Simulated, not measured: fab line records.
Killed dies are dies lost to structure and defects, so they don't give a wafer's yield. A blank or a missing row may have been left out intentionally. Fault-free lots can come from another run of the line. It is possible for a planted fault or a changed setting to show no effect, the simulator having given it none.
Split-lot experiment | flow n5 finfet | 21 wafers read across 7 lots, on a route 1938 steps long

SPLIT DETAILS
At N5_BEOL_M2_ETCH_69 (etches SiARC in CF4, target depth 15.6 nm, time 26 s), the setting bias w was moved away from the recipe's 36 W on 10 of the 21 wafers read, by -15.4% to +9.4%. For the rest of the wafers, this setting stayed at what the recipe calls for.

The split's own step is where the reading is taken.

THE READING
rf vpp V, in V, at N5_BEOL_M2_ETCH_69 (etches SiARC in CF4, target depth 15.6 nm, time 26 s). Fault-free wafers of this fab line usually give 183.8 V, standard deviation 1.1 V.

wafer  | tool, chamber at the split | bias w as run, W | against the recipe | rf vpp V, V | against lot-mates on the recipe
L074.1 | rie diel-01, 0             | 30.44            | -15.4%             | 163.3       | -19.7
L074.2 | rie diel-01, 2             | 30.44            | -15.4%             | 165.0       | -18.0
L074.6 | rie diel-01, 3             | 36               | recipe             | 183.0       | -
L076.1 | rie diel-04, 3             | 39.37            | +9.4%              | 195.7       | +12.7
L076.3 | rie diel-04, 0             | 36               | recipe             | 183.0       | -
L076.6 | rie diel-04, 0             | 39.37            | +9.4%              | 193.1       | +10.1
L078.3 | rie diel-04, 2             | 36               | recipe             | 182.4       | -
L078.4 | rie diel-04, 0             | 36               | recipe             | 183.4       | -
L078.6 | rie diel-04, 3             | 36               | recipe             | 184.8       | -
L081.1 | rie diel-04, 0             | 36               | recipe             | 181.8       | -
L081.2 | rie diel-04, 1             | 32.41            | -10.0%             | 171.8       | -10.4
L081.6 | rie diel-04, 0             | 36               | recipe             | 182.6       | -
L080.1 | rie diel-03, 2             | 36               | recipe             | 183.6       | -
L080.3 | rie diel-03, 1             | 38.9             | +8.1%              | 195.2       | +11.5
L080.5 | rie diel-03, 0             | 36               | recipe             | 183.8       | -
L088.2 | rie diel-04, 2             | 31               | -13.9%             | 166.1       | no lot-mate on the recipe
L088.3 | rie diel-04, 1             | 31               | -13.9%             | 166.4       | no lot-mate on the recipe
L088.5 | rie diel-04, 2             | 31               | -13.9%             | 165.2       | no lot-mate on the recipe
L097.2 | rie diel-01, 3             | 36               | recipe             | 183.1       | -
L097.3 | rie diel-01, 2             | 36               | recipe             | 184.5       | -
L097.5 | rie diel-01, 0             | 31.76            | -11.8%             | 169.2       | -14.6

FIT RESULTS
A straight line over all 21 wafers: rf vpp V changes by +1.24 V for each +1% of bias w; r = +1.00; the points scatter about the line by 0.99 V.
The same after taking each lot's own level away (the mean of its wafers on the recipe; 18 wafers): +1.22 V for each +1%; r = +0.99; scatter 0.95 V.
According to that fit, moving bias w by its largest amount changes the reading by 19 V.
Measured against the standard deviation above, the lots' own levels, which go from 182.20 to 183.80 V, span 1.5 times it.
Consequently the slope shifts little with the lot-to-lot level, the two slopes agreeing.
Check: -18.3 V against its lot-mates is what the line predicts for one of the wafers moved furthest among these (-15.4%) when that wafer is left out of the fit. It came out at -19.7 V against them.
Tool readings at the split's step, against how far the setting was moved: rf vpp V r = +1.00.

OTHER SPLITS ON THESE WAFERS
These wafers also went through other splits before the reading. Each is held against what the fit with the lots' levels taken away leaves over:
other split on the same wafers          | wafers away from the commonest value | r with rf vpp V (lot level and that fit taken away)
N5_BEOL_M0_SAQP_PECVD_96 time s         | 5                                    | +0.41
N5_BEOL_M0_SAQP_PECVD_04 time s         | 4                                    | +0.02
N5_BEOL_M0_SAQP_ETCH_106 target depth a | 5                                    | -0.04

THE FILE'S OWN FIT
rf vpp V changes by +1.22 V for each +1% of bias w, r = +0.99.
